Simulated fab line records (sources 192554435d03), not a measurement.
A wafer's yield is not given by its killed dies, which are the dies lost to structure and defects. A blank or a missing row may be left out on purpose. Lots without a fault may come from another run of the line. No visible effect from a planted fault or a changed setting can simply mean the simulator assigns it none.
A struck lot beside a sound one / flow n5Finfet / 19 steps out of a route of 1938
Sound: these wafers, L529.2, L529.3, L529.6. Wafers struck: L533.4, L533.5, L533.6. Last of all comes the cause.
Order at every step that has rows: each side's tool, ch and its chambers, its first start. Under that, the readings that differ: sound wafers / struck wafers / difference of the means / sigmas: that difference in standard deviations of wafers without a fault.
alike: same words and numbers on both sides, and readings whose means sit less than 2 such deviations apart. not compared: any withheld reading, any reading some wafer has no value for, any bound like >300 that may hide the same value, and any number with overlapping values for which the record gives no deviation.
Wherever a step has rows on one side only, a row that says differs or no value, or a row with sigmas, the two part there. When numbers do not overlap yet have no deviation, they are printed without sigmas and do not part them. A reading missing from all wafers of one side parts the sides only when that side holds two or more wafers.

first, 8 steps without rows for these wafers: N5_BEOL_M11_DESCUM_16 (chemistry O2, time 7.9 s); N5_BEOL_M11_ETCH_61 (etches SiARC in CF4, target depth 39 nm, time 65 s); N5_BEOL_M11_ETCH_62 (etches SOC in N2/H2, target depth 110 nm, overetch 22 nm, time 165 s); N5_BEOL_M11_STRIP_68 (strips in N2/H2); N5_BEOL_M11_STRIP_67 (strips in CF4); N5_BEOL_M11_HM_OPEN_17 (chemistry Cl2/BCl3, target TiN, target depth 20 nm, overetch 6 nm); N5_BEOL_M11_STRIP_19 (strips in O2); N5_BEOL_M11_COAT_63 (time 60 s, resist thk 100 nm).
N5_BEOL_M11_COAT_64: time 60 s, resist thk 30 nm.
  sound on lithoTrack-03 ch 0, day 14 09:17; struck on lithoTrack-03 ch 0, day 14 20:35
reading=spinSpeedRpm (rpm); sound=1501.1 1499.9 1503.2; struck=1322.0 1322.6 1321.4; difference=-179.4; sigmas=-99 or more
reading=model.SiARC_of_BEOL_M11_COAT_64.thkNm (nm); sound=30.2 30 30.2; struck=32 32 32; difference=+2; sigmas=
  alike: exhaustPa
then, 7 steps without rows for these wafers: N5_BEOL_M11_COAT_22 (resist thk 90 nm); N5_BEOL_M11_EBR_24; N5_BEOL_M11_SOFTBAKE_23 (time 60 s); N5_BEOL_M11_EXPOSE_25 (exposes mask V10); N5_BEOL_M11_PEB_26 (peb time 60 s); N5_BEOL_M11_DEVELOP_27 (develop time 30 s); N5_BEOL_M11_DESCUM_33 (chemistry O2, time 7.9 s).
N5_BEOL_M11_ETCH_65: etches SiARC in CF4, target depth 39 nm, time 65 s.
  sound on rieDiel-02 ch 1,3, day 14 09:39; struck on rieDiel-05 ch 2,3, day 14 21:15
reading=etchRfOnTimeS (s); sound=65.1 63.8 63.4; struck=68.4 69.5 68.7; difference=+4.8; sigmas=+5
reading=throttleValvePct (%); sound=15.52 15.96 15.97; struck=15.21 15.53 15.22; difference=-0.50; sigmas=-2
reading=model.etch.depthNm (nm); sound=30.15 30.08 30.1; struck=32.01 32.04 32.07; difference=+1.93; sigmas=
reading=model.CAR-ArF_of_BEOL_M11_COAT_22.thkNm (nm); sound=55.6 56 55.8; struck=53.6 53.8 53.4; difference=-2.2; sigmas=
  alike: biasW, drypumpMotorCurrentA, oesProductAu, rfVppV, showerheadPlenumPTorr
  not compared: rfHoursCounterH
N5_BEOL_M11_ETCH_66: etches SOC in N2/H2, target depth 120 nm, overetch 24 nm, time 180 s.
  sound on rieDiel-02 ch 1,3, day 14 09:42; struck on rieDiel-05 ch 2,3, day 14 21:18
reading=oesProductAu (a.u.); sound=0.58 0.57 0.56; struck=0.74 0.63 0.75; difference=+0.14; sigmas=+2
reading=model.SiARC_of_BEOL_M11_COAT_64.thkNm (nm); sound=22.8 22.6 22.6; struck=24.6 24.6 24.6; difference=+1.9; sigmas=
  alike: biasW, drypumpMotorCurrentA, rfVppV, showerheadPlenumPTorr, throttleValvePct
  not compared: rfHoursCounterH
then, 1 step without rows for these wafers: N5_BEOL_M11_STRIP_69 (strips in N2/H2).

== WHERE THEY PART ==
Last at N5_BEOL_M11_ETCH_66 as far as this record goes, first at N5_BEOL_M11_COAT_64.

WHY: the cause the simulator had injected
Process parameters drifting: lithoTrack-03 at N5_BEOL_M11_COAT_64, beginning at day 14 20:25. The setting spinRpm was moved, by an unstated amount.
